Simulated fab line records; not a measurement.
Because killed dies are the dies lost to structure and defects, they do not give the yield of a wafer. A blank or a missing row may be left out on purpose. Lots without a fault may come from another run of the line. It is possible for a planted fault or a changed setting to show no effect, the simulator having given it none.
Matching of chambers ; flow n5_finfet ; rie_diel-03 running N5_BEOL_M9_ETCH_61: 4 sister chambers
The step etches SiARC in CF4, target depth 39 nm, time 65 s. 8 wafers are shown with their chamber, then 11 later ones without.

== WAFERS WITH THEIR CHAMBER ==
wafer;chamber;drypump_motor_current_A (A);throttle_valve_pct (%)
L081.4;0;6.2;15.0
L081.6;3;5.7;15.9
L083.2;0;6.2;15.0
L083.6;1;5.7;16.0
L084.2;2;6.5;15.4
L084.3;3;5.7;15.9
L084.4;1;5.7;16.1
L086.1;2;6.6;15.4

== WAFERS WHOSE CHAMBER IS MISSING ==
wafer;drypump_motor_current_A (A);throttle_valve_pct (%)
L086.2;5.7;15.9
L086.6;5.7;15.9
L094.1;5.7;15.5
L094.5;6.6;15.4
L094.6;5.7;15.5
L095.1;5.7;15.5
L095.2;6.6;15.4
L095.5;6.2;15.1
L096.2;6.2;15.1
L096.4;6.6;15.5
L096.6;5.7;15.4

== WHICH CHAMBER EACH WENT THROUGH ==
wafer;from the rows above;in truth
L086.2;3;3
L086.6;3;3
L094.1;3;3
L094.5;2;2
L094.6;3;3
L095.1;3;3
L095.2;2;2
L095.5;0;0
L096.2;0;0
L096.4;2;2
L096.6;3;3
11 of 11 placed correctly. Not placeable from these rows: 0. Placed wrongly: 0.
How it was worked out, from the rows above alone: a wafer's distance from a chamber is the root of the sum, over the readings, of the square of ((its reading less the chamber's mean) divided by the reading's scatter). The wafer belongs to the nearest chamber; if the next one is less than 2 further off, it can't be placed. For every chamber, the mean is computed from those of its wafers that are shown. The scatter is the square root of a quotient: the sum, over the shown wafers, of each reading's squared deviation from its chamber's mean, divided by wafers minus chambers.
